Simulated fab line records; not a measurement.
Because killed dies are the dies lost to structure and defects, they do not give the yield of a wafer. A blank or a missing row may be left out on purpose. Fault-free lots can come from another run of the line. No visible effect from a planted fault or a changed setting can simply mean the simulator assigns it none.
Which tool is to blame? / flow n5_finfet / 10 lots, 26 wafers sampled, at 6 steps of a route of 1938

## WHAT THE GAUGES SHOWED, per wafer
N5_BEOL_M4_RC_MEAS_101. Usual: DIBL_N 36.1 mV/V, standard deviation 1.5; DIBL_P 36.1 mV/V, standard deviation 1.9; IOFF_N 0.159 nA/um, standard deviation 0.029; IOFF_P 0.21 nA/um, standard deviation 0.038; ION_N 675 uA/um, standard deviation 11; ION_P 464 uA/um, standard deviation 8.1; SS_N 71.5 mV/dec, standard deviation 0.57; SS_P 73.3 mV/dec, standard deviation 0.64; VT_N 249 mV, standard deviation 3.1; VT_P -250 mV, standard deviation 3.8.
lot=L213; measured=day 8 08:42; on=prober-02; DIBL_N (mV/V)=33.6 35.6 36.6; DIBL_P (mV/V)=32.4 35.8 36.9; IOFF_N (nA/um)=0.118 0.147 0.173; IOFF_P (nA/um)=0.18 0.22 0.24; ION_N (uA/um)=668 680 691; ION_P (uA/um)=461 471 471; SS_N (mV/dec)=71.4 72.0 72.1; SS_P (mV/dec)=72.6 73.4 73.4; VT_N (mV)=257 251 248; VT_P (mV)=-248 -249 -249; flag=
lot=L214; measured=day 8 09:32; on=prober-01; DIBL_N (mV/V)=37.8 35.9 36.7; DIBL_P (mV/V)=37.3 34.2 36.4; IOFF_N (nA/um)=0.161 0.137 0.148; IOFF_P (nA/um)=0.24 0.19 0.22; ION_N (uA/um)=666 672 654; ION_P (uA/um)=464 462 454; SS_N (mV/dec)=71.8 72.3 71.5; SS_P (mV/dec)=73.8 72.5 73.3; VT_N (mV)=249 250 253; VT_P (mV)=-246 -249 -247; flag=
lot=L216; measured=day 9 02:39; on=prober-01; DIBL_N (mV/V)=34.6 37.2 35.8; DIBL_P (mV/V)=34.2 38.0 36.5; IOFF_N (nA/um)=0.129 0.189 0.154; IOFF_P (nA/um)=0.18 0.25 0.22; ION_N (uA/um)=665 684 676; ION_P (uA/um)=463 471 469; SS_N (mV/dec)=71.2 72.2 71.4; SS_P (mV/dec)=72.7 74.2 73.1; VT_N (mV)=252 248 248; VT_P (mV)=-254 -248 -250; flag=
lot=L217; measured=day 9 07:42; on=prober-02; DIBL_N (mV/V)=38.1 36.5 37.6; DIBL_P (mV/V)=37.4 35.2 35.9; IOFF_N (nA/um)=0.169 0.151 0.170; IOFF_P (nA/um)=0.23 0.20 0.20; ION_N (uA/um)=670 679 669; ION_P (uA/um)=461 469 458; SS_N (mV/dec)=72.0 71.3 71.9; SS_P (mV/dec)=73.6 73.0 73.2; VT_N (mV)=250 249 247; VT_P (mV)=-250 -250 -251; flag=
lot=L219; measured=day 10 03:05; on=prober-02; DIBL_N (mV/V)=37.8 37.4 36.2; DIBL_P (mV/V)=38.2 37.0 36.6; IOFF_N (nA/um)=0.171 0.156 0.140; IOFF_P (nA/um)=0.24 0.21 0.21; ION_N (uA/um)=679 670 657; ION_P (uA/um)=470 456 465; SS_N (mV/dec)=72.0 71.8 71.6; SS_P (mV/dec)=74.1 73.5 73.0; VT_N (mV)=250 254 249; VT_P (mV)=-249 -249 -250; flag=
lot=L220; measured=day 10 04:53; on=prober-02; DIBL_N (mV/V)=37.8 36.9; DIBL_P (mV/V)=37.7 36.1; IOFF_N (nA/um)=0.172 0.151; IOFF_P (nA/um)=0.25 0.23; ION_N (uA/um)=677 676; ION_P (uA/um)=474 466; SS_N (mV/dec)=71.8 71.4; SS_P (mV/dec)=73.7 73.1; VT_N (mV)=247 249; VT_P (mV)=-246 -247; flag=
lot=L222; measured=day 10 11:20; on=prober-01; DIBL_N (mV/V)=36.3 37.4; DIBL_P (mV/V)=36.1 37.4; IOFF_N (nA/um)=0.173 0.209; IOFF_P (nA/um)=0.26 0.29; ION_N (uA/um)=686 695; ION_P (uA/um)=468 477; SS_N (mV/dec)=70.9 72.2; SS_P (mV/dec)=73.7 74.1; VT_N (mV)=246 245; VT_P (mV)=-244 -241; flag=
lot=L228; measured=day 12 05:31; on=prober-01; DIBL_N (mV/V)=35.6 36.9; DIBL_P (mV/V)=37.1 37.5; IOFF_N (nA/um)=0.150 0.166; IOFF_P (nA/um)=0.19 0.19; ION_N (uA/um)=663 676; ION_P (uA/um)=457 460; SS_N (mV/dec)=71.3 72.4; SS_P (mV/dec)=73.5 73.6; VT_N (mV)=253 248; VT_P (mV)=-254 -254; flag=
lot=L232; measured=day 13 12:38; on=prober-02; DIBL_N (mV/V)=35.6 34.5; DIBL_P (mV/V)=36.6 34.6; IOFF_N (nA/um)=0.159 0.131; IOFF_P (nA/um)=0.20 0.17; ION_N (uA/um)=674 664; ION_P (uA/um)=456 456; SS_N (mV/dec)=71.3 71.1; SS_P (mV/dec)=72.6 73.1; VT_N (mV)=247 252; VT_P (mV)=-252 -255; flag=
lot=L233; measured=day 13 18:02; on=prober-02; DIBL_N (mV/V)=37.1 37.5 37.6; DIBL_P (mV/V)=37.1 37.7 37.6; IOFF_N (nA/um)=0.173 0.192 0.198; IOFF_P (nA/um)=0.30 0.32 0.31; ION_N (uA/um)=677 689 686; ION_P (uA/um)=479 481 473; SS_N (mV/dec)=71.4 72.1 72.0; SS_P (mV/dec)=73.3 73.7 74.3; VT_N (mV)=246 247 245; VT_P (mV)=-241 -242 -244; flag=

N5_BEOL_M8_THK_MEAS_01. Usual: for M8_ILD_THK the level is 154.4 nm and the standard deviation is 1.9.
lot=L213; measured=day 9 16:28; on=film_metro-02; M8_ILD_THK (nm)=151.2 150.9 155.7; flag=
lot=L214; measured=day 9 15:31; on=film_metro-01; M8_ILD_THK (nm)=151.5 154.2 153.4; flag=
lot=L216; measured=day 10 07:17; on=film_metro-01; M8_ILD_THK (nm)=151.2 151.3 154.4; flag=
lot=L217; measured=day 10 10:47; on=film_metro-02; M8_ILD_THK (nm)=152.4 156.8 155.6; flag=
lot=L219; measured=day 11 06:32; on=film_metro-01; M8_ILD_THK (nm)=154.4 155.6 157.2; flag=
lot=L220; measured=day 11 09:31; on=film_metro-02; M8_ILD_THK (nm)=152.9 156.7; flag=
lot=L222; measured=day 11 15:38; on=film_metro-01; M8_ILD_THK (nm)=155.9 155.6; flag=
lot=L228; measured=day 14 04:50; on=film_metro-01; M8_ILD_THK (nm)=240.0 155.6; flag=OFF
lot=L232; measured=day 14 15:58; on=film_metro-01; M8_ILD_THK (nm)=235.9 239.9; flag=OFF
lot=L233; measured=day 15 04:19; on=film_metro-01; M8_ILD_THK (nm)=239.4 152.8 157.2; flag=OFF

N5_BEOL_M8_OVL_MEAS_12. Usual: for M8_OVL the level is 0.3 nm and the standard deviation is 0.66.
lot=L213; measured=day 9 19:22; on=overlay-02; M8_OVL (nm)=-0.6 0.0 -0.9; flag=
lot=L214; measured=day 9 18:07; on=overlay-01; M8_OVL (nm)=0.6 0.4 0.4; flag=
lot=L216; measured=day 10 10:02; on=overlay-02; M8_OVL (nm)=-0.3 -0.2 -0.6; flag=
lot=L217; measured=day 10 11:17; on=overlay-02; M8_OVL (nm)=1.4 0.7 1.0; flag=
lot=L219; measured=day 11 08:02; on=overlay-01; M8_OVL (nm)=0.0 0.4 0.1; flag=
lot=L220; measured=day 11 10:17; on=overlay-02; M8_OVL (nm)=0.9 0.2; flag=
lot=L222; measured=day 11 17:13; on=overlay-01; M8_OVL (nm)=0.6 -0.2; flag=
lot=L228; measured=day 14 05:50; on=overlay-01; M8_OVL (nm)=0.7 0.0; flag=
lot=L232; measured=day 14 20:25; on=overlay-02; M8_OVL (nm)=1.7 0.7; flag=
lot=L233; measured=day 15 05:17; on=overlay-01; M8_OVL (nm)=-0.6 0.9 0.6; flag=

## TOOL THAT RAN EACH LOT (tool first, then ch and the chambers of the sampled wafers, then the start)
lot=L213; N5_BEOL_M7_STRIP_80=rie_diel-05 ch 0,2,3, day 9 13:41 or earlier; N5_BEOL_M7_SURFACE_TREAT_79=pvd_sputter-01, day 9 13:41; N5_BEOL_M8_ILD_DEP_00=pecvd-04 ch 1,2, day 9 15:22
lot=L214; N5_BEOL_M7_STRIP_80=rie_diel-04 ch 1,2,3, day 9 13:32 or earlier; N5_BEOL_M7_SURFACE_TREAT_79=pvd_sputter-02, day 9 13:32; N5_BEOL_M8_ILD_DEP_00=pecvd-04 ch 0,1,2, day 9 14:55
lot=L216; N5_BEOL_M7_STRIP_80=rie_diel-04 ch 0,2,3, day 10 04:47 or earlier; N5_BEOL_M7_SURFACE_TREAT_79=pvd_sputter-02, day 10 04:47; N5_BEOL_M8_ILD_DEP_00=pecvd-02 ch 1,2, day 10 06:31
lot=L217; N5_BEOL_M7_STRIP_80=rie_diel-04 ch 0,1,3, day 10 08:47 or earlier; N5_BEOL_M7_SURFACE_TREAT_79=pvd_sputter-01, day 10 08:47; N5_BEOL_M8_ILD_DEP_00=pecvd-02 ch 0,1, day 10 10:13
lot=L219; N5_BEOL_M7_STRIP_80=rie_diel-05 ch 2,3, day 11 04:47 or earlier; N5_BEOL_M7_SURFACE_TREAT_79=pvd_sputter-02, day 11 04:47; N5_BEOL_M8_ILD_DEP_00=pecvd-04 ch 1,2, day 11 05:57
lot=L220; N5_BEOL_M7_STRIP_80=rie_diel-04 ch 2,3, day 11 07:35 or earlier; N5_BEOL_M7_SURFACE_TREAT_79=pvd_sputter-01, day 11 07:35; N5_BEOL_M8_ILD_DEP_00=pecvd-03 ch 0,1, day 11 08:56
lot=L222; N5_BEOL_M7_STRIP_80=rie_diel-05 ch 1,3, day 11 12:08 or earlier; N5_BEOL_M7_SURFACE_TREAT_79=pvd_sputter-01, day 11 12:08; N5_BEOL_M8_ILD_DEP_00=pecvd-03 ch 0,1, day 11 15:04
lot=L228; N5_BEOL_M7_STRIP_80=rie_diel-04 ch 2,3, day 14 02:38 or earlier; N5_BEOL_M7_SURFACE_TREAT_79=pvd_sputter-01, day 14 02:38; N5_BEOL_M8_ILD_DEP_00=pecvd-02 ch 0,1, day 14 04:16
lot=L232; N5_BEOL_M7_STRIP_80=rie_diel-05 ch 2, day 14 13:26 or earlier; N5_BEOL_M7_SURFACE_TREAT_79=pvd_sputter-02, day 14 13:26; N5_BEOL_M8_ILD_DEP_00=pecvd-02 ch 0,2, day 14 14:43
lot=L233; N5_BEOL_M7_STRIP_80=rie_diel-05 ch 2,3, day 15 02:16 or earlier; N5_BEOL_M7_SURFACE_TREAT_79=pvd_sputter-03, day 15 02:16; N5_BEOL_M8_ILD_DEP_00=pecvd-02 ch 0,2, day 15 03:44
- N5_BEOL_M7_STRIP_80: strips in N2/H2, time 10 s.
- N5_BEOL_M7_SURFACE_TREAT_79
- N5_BEOL_M8_ILD_DEP_00: deposits SiCOH lowk from DEMS/porogen, target thk 179.75 nm, time 33.4 s.

## AS READ BY THE TOOLS THEMSELVES (means over the sampled wafers that have a number; for cases with no such wafer, the mark the record gives instead)
N5_BEOL_M7_STRIP_80. Usual: drypump_motor_current_A 5.5 A, standard deviation 0.46; n2_flow_sccm 200.1 sccm, standard deviation 0.56; oes_product_au 0.81 a.u., standard deviation 0.12; rf_vpp_V 59.1 V, standard deviation 0.94; showerhead_plenum_p_Torr 2.51 Torr, standard deviation 0.1; throttle_valve_pct 23.3 %, standard deviation 0.47.
lot=L213; tool=rie_diel-05; drypump_motor_current_A (A)=5.4; n2_flow_sccm (sccm)=200.0; oes_product_au (a.u.)=0.85; rf_vpp_V (V)=58.9; showerhead_plenum_p_Torr (Torr)=2.55; throttle_valve_pct (%)=22.8; flag=
lot=L214; tool=rie_diel-04; drypump_motor_current_A (A)=5.8; n2_flow_sccm (sccm)=200.1; oes_product_au (a.u.)=0.72; rf_vpp_V (V)=59.3; showerhead_plenum_p_Torr (Torr)=2.46; throttle_valve_pct (%)=23.8; flag=
lot=L216; tool=rie_diel-04; drypump_motor_current_A (A)=5.8; n2_flow_sccm (sccm)=199.9; oes_product_au (a.u.)=0.71; rf_vpp_V (V)=58.9; showerhead_plenum_p_Torr (Torr)=2.45; throttle_valve_pct (%)=23.7; flag=
lot=L217; tool=rie_diel-04; drypump_motor_current_A (A)=5.4; n2_flow_sccm (sccm)=200.3; oes_product_au (a.u.)=0.72; rf_vpp_V (V)=58.2; showerhead_plenum_p_Torr (Torr)=2.42; throttle_valve_pct (%)=23.6; flag=
lot=L219; tool=rie_diel-05; drypump_motor_current_A (A)=5.5; n2_flow_sccm (sccm)=200.1; oes_product_au (a.u.)=0.75; rf_vpp_V (V)=59.9; showerhead_plenum_p_Torr (Torr)=2.55; throttle_valve_pct (%)=22.9; flag=
lot=L220; tool=rie_diel-04; drypump_motor_current_A (A)=6.2; n2_flow_sccm (sccm)=200.2; oes_product_au (a.u.)=0.72; rf_vpp_V (V)=58.3; showerhead_plenum_p_Torr (Torr)=2.47; throttle_valve_pct (%)=23.8; flag=
lot=L222; tool=rie_diel-05; drypump_motor_current_A (A)=5.4; n2_flow_sccm (sccm)=200.9; oes_product_au (a.u.)=0.95; rf_vpp_V (V)=60.7; showerhead_plenum_p_Torr (Torr)=2.60; throttle_valve_pct (%)=23.2; flag=
lot=L228; tool=rie_diel-04; drypump_motor_current_A (A)=6.2; n2_flow_sccm (sccm)=199.4; oes_product_au (a.u.)=0.86; rf_vpp_V (V)=57.5; showerhead_plenum_p_Torr (Torr)=2.46; throttle_valve_pct (%)=23.8; flag=
lot=L232; tool=rie_diel-05; drypump_motor_current_A (A)=5.7; n2_flow_sccm (sccm)=200.3; oes_product_au (a.u.)=0.95; rf_vpp_V (V)=58.0; showerhead_plenum_p_Torr (Torr)=2.58; throttle_valve_pct (%)=22.7; flag=
lot=L233; tool=rie_diel-05; drypump_motor_current_A (A)=5.3; n2_flow_sccm (sccm)=200.6; oes_product_au (a.u.)=0.89; rf_vpp_V (V)=59.2; showerhead_plenum_p_Torr (Torr)=2.51; throttle_valve_pct (%)=22.8; flag=

N5_BEOL_M8_ILD_DEP_00. Usual: heater_power_w 323 W, standard deviation 64; showerhead_plenum_p_Torr 5.734 Torr, standard deviation 0.013; susceptor_temp_C 300.03 C, standard deviation 0.19; throttle_valve_pct 13.9 %, standard deviation 0.59.
lot=L213; tool=pecvd-04; heater_power_w (W)=332; showerhead_plenum_p_Torr (Torr)=5.725; susceptor_temp_C (C)=300.05; throttle_valve_pct (%)=14.0; flag=
lot=L214; tool=pecvd-04; heater_power_w (W)=324; showerhead_plenum_p_Torr (Torr)=5.737; susceptor_temp_C (C)=300.17; throttle_valve_pct (%)=14.0; flag=
lot=L216; tool=pecvd-02; heater_power_w (W)=339; showerhead_plenum_p_Torr (Torr)=5.722; susceptor_temp_C (C)=299.97; throttle_valve_pct (%)=13.7; flag=
lot=L217; tool=pecvd-02; heater_power_w (W)=311; showerhead_plenum_p_Torr (Torr)=5.738; susceptor_temp_C (C)=299.88; throttle_valve_pct (%)=13.7; flag=
lot=L219; tool=pecvd-04; heater_power_w (W)=287; showerhead_plenum_p_Torr (Torr)=5.727; susceptor_temp_C (C)=300.08; throttle_valve_pct (%)=14.0; flag=
lot=L220; tool=pecvd-03; heater_power_w (W)=234; showerhead_plenum_p_Torr (Torr)=5.742; susceptor_temp_C (C)=299.95; throttle_valve_pct (%)=14.2; flag=
lot=L222; tool=pecvd-03; heater_power_w (W)=242; showerhead_plenum_p_Torr (Torr)=5.738; susceptor_temp_C (C)=299.86; throttle_valve_pct (%)=14.5; flag=
lot=L228; tool=pecvd-02; heater_power_w (W)=345; showerhead_plenum_p_Torr (Torr)=5.737; susceptor_temp_C (C)=300.11; throttle_valve_pct (%)=13.8; flag=
lot=L232; tool=pecvd-02; heater_power_w (W)=374; showerhead_plenum_p_Torr (Torr)=5.722; susceptor_temp_C (C)=300.38; throttle_valve_pct (%)=13.7; flag=
lot=L233; tool=pecvd-02; heater_power_w (W)=381; showerhead_plenum_p_Torr (Torr)=5.731; susceptor_temp_C (C)=299.89; throttle_valve_pct (%)=13.8; flag=

## THE ANSWER, worked out from the rows above alone
Rule: take the mean of a lot's wafers that have a number; if it is more than 3 standard deviations from the usual mean, the lot is off. A lot without any number at a reading at which 4 lots or more have one is off too. All remaining lots with rows at the step are treated as sound. Order of review: gauges by route order, followed by the tools' own readings, for which a lot's mean as printed above is used. At the first step where some lot is off, the reading lying furthest off is the one used; lots without a number count as furthest.
Off: at N5_BEOL_M8_THK_MEAS_01 (M8_ILD_THK), L228, L232, L233.
A tool fits if, at a process step before that reading, it ran every lot that is off, and no sound lot after the first of them. The gauges at N5_BEOL_M8_THK_MEAS_01 are tried like those tools. N5_BEOL_M7_STRIP_80: start missing for some lots; hours and lot order therefore follow N5_BEOL_M7_SURFACE_TREAT_79. 2 tools fit, pecvd-02 at N5_BEOL_M8_ILD_DEP_00 and film_metro-01 at N5_BEOL_M8_THK_MEAS_01, so this cannot tell which one it is.

## WHAT THE SIMULATOR HAD PUT IN
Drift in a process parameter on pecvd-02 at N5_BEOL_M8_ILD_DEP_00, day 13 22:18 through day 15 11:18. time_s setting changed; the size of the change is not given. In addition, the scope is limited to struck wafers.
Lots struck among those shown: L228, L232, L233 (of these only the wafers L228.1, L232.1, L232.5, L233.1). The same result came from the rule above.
